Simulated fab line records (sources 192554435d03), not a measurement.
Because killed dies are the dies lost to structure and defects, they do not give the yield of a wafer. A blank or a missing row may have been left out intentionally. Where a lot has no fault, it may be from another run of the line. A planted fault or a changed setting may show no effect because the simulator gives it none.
Matching of chambers    flow n5 finfet    rie diel-03 running N5_MOL_CONTACT_COAG_ETCHBACK_135: 4 sister chambers
The step etches SiO2 in CHF3, target depth 25 nm, time 16.7 s. 4 wafers are shown with their chamber, then 10 later ones without.

== EACH WAFER AND ITS CHAMBER ==
wafer   chamber  throttle valve pct (%)
L080.6  2        18.55
L082.2  0        18.92
L082.4  3        18.63
L083.5  1        19.12

== WAFERS WITH NO CHAMBER GIVEN ==
wafer   throttle valve pct (%)
L083.6  18.92
L088.4  18.66
L088.5  19.14
L088.6  18.59
L092.2  18.61
L092.4  19.15
L092.6  19.15
L094.1  18.70
L094.2  18.64
L094.4  18.97

== WHICH CHAMBER EACH WENT THROUGH ==
wafer    from the rows above       in truth
L083.6   0                         0
L088.4   3                         3
L088.5   1                         1
L088.6   can't be placed: 2 or 3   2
L092.2   can't be placed: 3 or 2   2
L092.4   1                         1
L092.6   1                         1
L094.1   3                         3
L094.2   3                         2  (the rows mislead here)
L094.4   0                         0
7 of 10 placed correctly. These rows do not allow placing 2 (true chamber among the candidates in 2). Placed wrongly: 1.
How it was worked out, from the rows above alone: a wafer's distance from a chamber is the root of the sum, over the readings, of the square of ((its reading less the chamber's mean) divided by the reading's scatter). If the next closest chamber is less than 2 further off than the closest, the wafer can't be placed; otherwise it belongs to the closest. A chamber's mean is the mean of its shown wafers. The scatter: root of mean squared gap, hidden wafer to nearest shown wafer, with one shown wafer a chamber.
